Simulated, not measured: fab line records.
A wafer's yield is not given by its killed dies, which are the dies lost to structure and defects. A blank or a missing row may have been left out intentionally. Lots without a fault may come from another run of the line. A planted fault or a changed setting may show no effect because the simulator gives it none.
fab line records    flow nandHarc
[record] lots = 6  wafers = 18  lastDay = 31
route steps=1302 shown A_CHANNEL_HOLE_D1@483 A_CHANNEL_FILL_D1@490
lots untouched by any fault: they come from a run of this same line in which no faults occurred
startH: start of the lot's first displayed wafer, in hours after the record's first day    waitH: hours since the lot's step before    " repeats the value in the row above    L1.1+2: a single row standing in for several wafers    - value missing, or start not given    * or withheld: withheld    < > ~ a bound
route shown NAME@n: names a module that has steps shown in the file, with the first one's number in the route    usual: mean/standard deviation taken from wafers without a fault    same: alike in all rows    chamber/n: place in a boat    sites: each site's reading    _std_site: how widely they spread, as a standard deviation    _edge_site: outer sites' mean less inner sites'    radiusMm: how far each site lies from the wafer's centre    mask NAME#n: copy n    behind: tool/chamber where the wafer was last shaped    hold: why the lot went on hold/how many hours it stayed there/how the hold came to an end    device: the n, p or np transistor that did not switch    end of line: tests of these same wafers at the route's end    a step given without rows: its recipe and nothing more    killed: dies that structure and defects cost at the first sort, which is not the same as the wafer's yield    map: shows each die of a wafer: x if killed, . if not, _ if none is there
set.NAME: the setting as run; set.NAME@STEP: as run at that earlier step    model.NAME: the simulator's own value behind a step, which no gauge read
lots seen at some steps along the route; tables by step, rows by wafer
services: the hour from which a tool's chamber was out of use, counted from the record's first day as startH (under 0 if before that day), plus the number of hours and why
[[steps]]
[step NHARC_A_CHANNEL_HOLE_D1_ETCH_44]
[recipe] targetDepthA = 1400  overetchA = 140  timeS = 77  ionEnergyEv = 100  cf4FlowSccm = 80  o2FlowSccm = 20  arFlowSccm = 0  rfW = 300  biasW = 100  chemistry = CF4/O2
[usual] drypumpMotorCurrentA = 5.59/0.28  mfcArSccm = 0.004/0.0073  oesProductAu = 1.000/0.0076  rfFwdPowerW = 297.4/1  rfVppV = 198.2/1.6  showerheadPlenumPTorr = 1.35/0.063  throttleValvePct = 13.399/0.0088
[same] timeS = 77
lot.wafer  tool        chamber  startH  waitH  drypumpMotorCurrentA  mfcArSccm  oesProductAu  rfFwdPowerW  rfHoursCounterH  rfVppV  showerheadPlenumPTorr  throttleValvePct
L918.1     rieDiel-05  1        204.51  0.1    5.42                  0.006      0.993         298.1        48               199.3   1.42                   13.398
L918.6     "           3        "       "      5.49                  0.027      0.999         297.1        -                198.8   1.33                   13.403
L918.5     "           0        "       "      6.19                  0.002      0.990         297.3        -                198.4   1.40                   13.412
L920.4     rieDiel-05  2        207.52  0.6    5.29                  0          0.982         299.4        52               198.2   1.39                   13.392
L920.1     "           3        "       "      5.47                  0.027      0.989         297.4        42               198.6   1.33                   13.394
L920.5     "           2        "       "      5.32                  0          0.990         297.7        -                198.6   1.39                   13.405
L924.1     rieDiel-01  1        242.29  0.1    5.37                  0.012      0.990         296.4        2                199.5   1.34                   13.401
L924.2     "           3        "       "      5.29                  0          0.996         298.2        2                196.4   1.25                   13.411
L924.6     "           2        "       "      5.64                  0          0.992         295.6        -                199.3   1.38                   13.388
L932.4     rieDiel-05  1        327.80  0.1    5.49                  0.006      1.010         297.4        31               199.7   1.41                   13.408
L932.1     "           3        "       "      5.47                  0.027      1.017         296.8        31               198.2   1.32                   13.397
L932.6     "           2        "       "      5.30                  0          1.011         298.4        -                199.8   1.39                   13.411
L936.1     rieDiel-01  2        367.24  0.0    5.69                  0          0.991         298.1        14               198.4   1.38                   13.404
L936.3     "           1        "       "      5.36                  0.012      0.991         295.5        14               198.6   1.34                   13.395
L936.6     "           2        "       "      5.70                  0          1.007         298.3        -                199.4   1.38                   13.394
L937.3     rieDiel-05  0        375.73  0.1    6.21                  0.002      1.003         296.0        46               199.4   1.39                   13.406
L937.5     "           2        "       "      5.32                  0          0.995         295.8        -                198.3   1.38                   13.389
L937.6     "           3        "       "      5.45                  0.027      1.004         297.9        -                198.2   1.31                   13.405
[step NHARC_A_CHANNEL_HOLE_D1_STRIP_27]
[recipe] o2FlowSccm = 500  arFlowSccm = 0  biasW = 0  chemistry = O2
[usual] drypumpMotorCurrentA = 5.61/0.29  mfcArSccm = 0.004/0.0068  oesProductAu = 1.001/0.0081  rfVppV = 57.9/0.92  showerheadPlenumPTorr = 3.57/0.17  throttleValvePct = 17.036/0.0093
lot.wafer  tool        chamber  startH  waitH  drypumpMotorCurrentA  mfcArSccm  oesProductAu  rfHoursCounterH  rfVppV  showerheadPlenumPTorr  throttleValvePct
L918.1     rieDiel-05  0        -       -      6.23                  0.002      0.991         36               58.8    3.69                   17.047
L918.6     "           2        "       "      5.31                  0          0.993         -                57.1    3.68                   17.032
L918.5     "           3        "       "      5.48                  0.027      0.993         -                57.1    3.51                   17.041
L920.1     rieDiel-05  0        -       -      6.19                  0.002      0.995         38               57.4    3.69                   17.041
L920.4     "           2        "       "      5.34                  0          1.001         52               58.8    3.67                   17.028
L920.5     "           1        "       "      5.50                  0.006      1.003         -                58.6    3.75                   17.035
L924.2     rieDiel-01  1        -       -      5.37                  0.012      0.990         2                59.9    3.55                   17.033
L924.1     "           2        "       "      5.69                  0          0.992         2                59.4    3.65                   17.045
L924.6     "           3        "       "      5.32                  0          0.987         -                57.0    3.31                   17.038
L932.4     rieDiel-05  1        -       -      5.46                  0.006      1.012         31               57.0    3.73                   17.044
L932.1     "           2        "       "      5.33                  0          1.004         29               58.2    3.66                   17.030
L932.6     "           0        "       "      6.22                  0.002      1.000         -                58.0    3.67                   17.030
L936.1     rieDiel-01  3        -       -      5.31                  0          0.989         13               55.8    3.31                   17.027
L936.3     "           2        "       "      5.67                  0          1.003         14               56.7    3.64                   17.053
L936.6     "           3        "       "      5.31                  0          1.002         -                56.8    3.31                   17.035
L937.3     rieDiel-05  0        -       -      6.18                  0.002      1.002         46               57.8    3.66                   17.024
L937.5     "           1        "       "      5.48                  0.006      1.000         -                58.4    3.72                   17.043
L937.6     "           2        "       "      5.34                  0          1.008         -                57.4    3.65                   17.037
[step NHARC_A_CHANNEL_HOLE_D1_PRECLEAN_28]
[recipe] timeS = *  tempC = 50  bathAgeMin = 0  chemistry = SC1
[step NHARC_A_CHANNEL_HOLE_D1_SRD_29]
[step NHARC_A_CHANNEL_HOLE_D1_CD_MEAS_30]
[usual] cdNm = 89.7/1
lot.wafer  tool      chamber  startH  waitH  cdNm
L918.1     cdSem-03  -        205.30  -      89.6
L918.5     "         -        "       "      89.6
L918.6     "         -        "       "      90.3
L920.1     cdSem-03  -        208.31  -      89.9
L920.4     "         -        "       "      90.2
L920.5     "         -        "       "      90.4
L924.1     cdSem-01  -        243.10  -      91.1
L924.2     "         -        "       "      92.5
L924.6     "         -        "       "      89.6
L932.1     cdSem-03  -        328.60  -      87.5
L932.4     "         -        "       "      88.2
L932.6     "         -        "       "      89.2
L936.1     cdSem-02  -        368.04  -      88.2
L936.3     "         -        "       "      89.9
L936.6     "         -        "       "      90.4
L937.3     cdSem-01  -        376.51  -      90.1
L937.5     "         -        "       "      90.7
L937.6     "         -        "       "      89.1
[step NHARC_A_CHANNEL_HOLE_D1_XSEM_31]
[recipe] landingEnergyEv = 35000
[usual] botCdNm = 74.3/1.2  bowNm = 8.73/0.21  tiltDeg = 0.07/0.047
lot.wafer  tool     chamber  startH  waitH  botCdNm  bowNm  tiltDeg
L918.1     xsem-02  0        205.39  0.1    74.7     9.11   0.12
L918.5     "        0        "       "      74.2     9.12   0.12
L918.6     "        0        "       "      75.4     9.11   0.13
L920.1     xsem-01  0        208.40  0.1    75.3     9.21   0.06
L920.4     "        0        "       "      74.2     9.26   0.06
L920.5     "        0        "       "      75.0     9.20   0.06
L924.1     xsem-02  0        243.19  0.1    75.4     8.91   0.09
L924.2     "        0        "       "      77.6     8.83   0.08
L924.6     "        0        "       "      73.9     8.86   0.08
L932.1     xsem-02  0        328.69  0.1    72.2     8.61   0.10
L932.4     "        0        "       "      72.4     8.58   0.10
L932.6     "        0        "       "      72.8     8.59   0.11
L936.1     xsem-02  0        368.13  0.1    73.4     8.87   0.12
L936.3     "        0        "       "      74.7     8.95   0.12
L936.6     "        0        "       "      75.7     8.85   0.12
L937.3     xsem-02  0        376.60  0.1    75.4     8.47   0.12
L937.5     "        0        "       "      76.1     8.37   0.11
L937.6     "        0        "       "      74.8     8.38   0.11
[step NHARC_A_CHANNEL_HOLE_D1_INSPECT_40]
[usual] rawDefectCount = 72/29
lot.wafer  tool              chamber  startH  waitH  rawDefectCount
L918.1     defectInspect-01  -        205.49  -      44
L918.5     "                 -        "       "      91
L918.6     "                 -        "       "      52
L920.1     defectInspect-01  -        208.50  -      108
L920.4     "                 -        "       "      134
L920.5     "                 -        "       "      115
L924.1     defectInspect-02  -        243.29  -      41
L924.2     "                 -        "       "      36
L924.6     "                 -        "       "      36
L932.1     defectInspect-02  -        328.79  -      88
L932.4     "                 -        "       "      109
L932.6     "                 -        "       "      118
L936.1     defectInspect-02  -        368.23  -      83
L936.3     "                 -        "       "      64
L936.6     "                 -        "       "      53
L937.3     defectInspect-02  -        376.70  -      65
L937.5     "                 -        "       "      67
L937.6     "                 -        "       "      52
[step NHARC_A_CHANNEL_FILL_D1_PRECLEAN_00]
[recipe] timeS = *  tempC = 50  bathAgeMin = 0  chemistry = SC1
[step NHARC_A_CHANNEL_FILL_D1_SRD_01]
[step NHARC_A_CHANNEL_FILL_D1_ALD_02]
[recipe] targetThkA = 60  pulseTimeS = 10  aldCycles = 60  tempC = 300  material = SiO2
[step NHARC_A_CHANNEL_FILL_D1_ALD_03]
[recipe] targetThkA = 60  pulseTimeS = 60  aldCycles = 58  tempC = 630  pressureTorr = 2  material = SiNx
[usual] aldCycles = 58/0  precursorPulseHeightRel = 0.999/0.018
lot.wafer  tool            chamber  startH  waitH  aldCycles  precursorPulseHeightRel
L918.1     aldSinBatch-02  0        -       -      58         1.007
L918.5     "               0        "       "      58         1.010
L918.6     "               0        "       "      58         0.994
L920.1     aldSinBatch-01  0        -       -      58         1.008
L920.4     "               0        "       "      58         0.984
L920.5     "               0        "       "      58         1.034
L924.1     aldSinBatch-01  0        -       -      58         0.985
L924.2     "               0        "       "      58         0.969
L924.6     "               0        "       "      58         0.991
L932.1     aldSinBatch-01  0        -       -      58         1.028
L932.4     "               0        "       "      58         1.010
L932.6     "               0        "       "      58         0.988
L936.1     aldSinBatch-03  0        -       -      58         0.998
L936.3     "               0        "       "      58         0.968
L936.6     "               0        "       "      58         0.964
L937.3     aldSinBatch-02  0        -       -      58         1.014
L937.5     "               0        "       "      58         1.016
L937.6     "               0        "       "      58         1.012
[step NHARC_A_CHANNEL_FILL_D1_ALD_14]
[recipe] targetThkA = 25  pulseTimeS = 10  aldCycles = 25  tempC = 300  material = SiO2
[step NHARC_A_CHANNEL_FILL_D1_ALD_15]
[recipe] targetThkA = 20  pulseTimeS = 60  aldCycles = 19  tempC = 630  pressureTorr = 2  material = SiNx
[usual] aldCycles = 19/0  precursorPulseHeightRel = 1.000/0.021
lot.wafer  tool            chamber  startH  waitH  aldCycles  precursorPulseHeightRel
L918.1     aldSinBatch-03  0        215.20  -      19         1.009
L918.5     "               0        "       "      19         1.003
L918.6     "               0        "       "      19         1.017
L920.1     aldSinBatch-02  0        218.80  -      19         1.019
L920.4     "               0        "       "      19         0.987
L920.5     "               0        "       "      19         1.013
L924.1     aldSinBatch-01  0        255.97  -      19         0.959
L924.2     "               0        "       "      19         0.966
L924.6     "               0        "       "      19         0.979
L932.1     aldSinBatch-02  0        339.14  -      19         0.997
L932.4     "               0        "       "      19         1.018
L932.6     "               0        "       "      19         0.967
L936.1     aldSinBatch-01  0        379.35  -      15         1.001
L936.3     "               0        "       "      15         0.994
L936.6     "               0        "       "      15         1.020
L937.3     aldSinBatch-01  0        387.05  -      15         0.977
L937.5     "               0        "       "      15         0.981
L937.6     "               0        "       "      15         1.016
[step NHARC_A_CHANNEL_FILL_D1_ALD_16]
[recipe] targetThkA = 15  pulseTimeS = 10  aldCycles = 15  tempC = 300  material = SiO2
[usual] aldCycles = 15/0  heaterPowerW = 451/33  precursorPulseHeightRel = 0.998/0.019
lot.wafer  tool      chamber  startH  waitH  aldCycles  heaterPowerW  precursorPulseHeightRel
L918.1     aldHk-04  2        217.30  0.1    15         452           1.004
L918.6     "         1        "       "      15         468           1.005
L918.5     "         2        "       "      15         460           1.001
L920.1     aldHk-01  2        220.90  0.0    15         430           1.005
L920.4     "         0        "       "      15         391           1.026
L920.5     "         3        "       "      15         393           0.985
L924.2     aldHk-03  2        258.01  0.1    15         501           0.998
L924.1     "         1        "       "      15         469           0.985
L924.6     "         2        "       "      15         513           0.980
L932.1     aldHk-03  0        341.24  0.1    15         462           0.989
L932.4     "         1        "       "      15         470           0.987
L932.6     "         0        "       "      15         470           1.017
L936.3     aldHk-04  1        381.43  0.1    15         481           0.998
L936.1     "         2        "       "      15         454           1.009
L936.6     "         1        "       "      15         486           1.003
L937.3     aldHk-04  3        389.13  0.0    15         444           0.994
L937.6     "         3        "       "      15         458           0.995
L937.5     "         0        "       "      15         449           0.975
[[services]]
tool            chamber  startH  hours  kind
rieDiel-05      0        184.13  -      clean
rieDiel-05      1        184.13  -      clean
rieDiel-05      2        184.13  -      clean
rieDiel-05      3        184.13  -      clean
rieDiel-01      1        195.74  3.0    repair
rieDiel-01      3        201.20  7.4    repair
rieDiel-01      -        204.03  9.0    pm
rieDiel-05      0        208.63  -      clean
aldHk-03        -        213.92  10.0   pm
rieDiel-05      -        229.63  9.0    pm
aldHk-03        -        238.01  0.6    repair
aldHk-04        -        257.62  10.0   pm
aldSinBatch-02  -        266.00  26.0   pm
aldSinBatch-01  -        287.40  24.0   repair
aldSinBatch-03  -        294.11  3.5    repair
aldHk-01        -        296.00  10.0   pm
rieDiel-05      0        307.80  3.0    repair
aldHk-03        -        311.49  0.8    repair
xsem-01         -        328.82  0.9    repair
aldHk-04        -        337.39  2.4    repair
rieDiel-01      0        340.62  2.5    repair
aldHk-04        -        356.48  0.7    repair
xsem-01         -        374.00  14.0   pm
rieDiel-01      -        381.03  9.0    pm
[[key]]
[firstSign] step = NHARC_A_CHANNEL_FILL_D1_ALD_15  reading = aldCycles  direction = down  sigmas = 99+  usual = 19  struck = 15
effect none on later readings
metAt NHARC_A_CHANNEL_FILL_D1_ALD_15
struckWafers L936.1,L936.3,L936.6,L937.3,L937.5,L937.6
testerLeftOut L936,L937
onsetBetween 255.97 379.35
[fault] kind = processParameterDrift  tool = aldSinBatch-01  chamber = -  onsetH = 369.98  steps = NHARC_A_CHANNEL_FILL_D1_ALD_15  channel = aldCycles  offset = -4  shape = step  endH = 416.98  actsIn = theseRecipesOnly  stated = 19
// testerLeftOut: of these lots the tester's yield and bins aren't shown, on N5 and GAA mostly nor the transistor test; their killed dies are dies lost to structure and defects alone, not to doping, threshold or leakage, so they don't give the yield
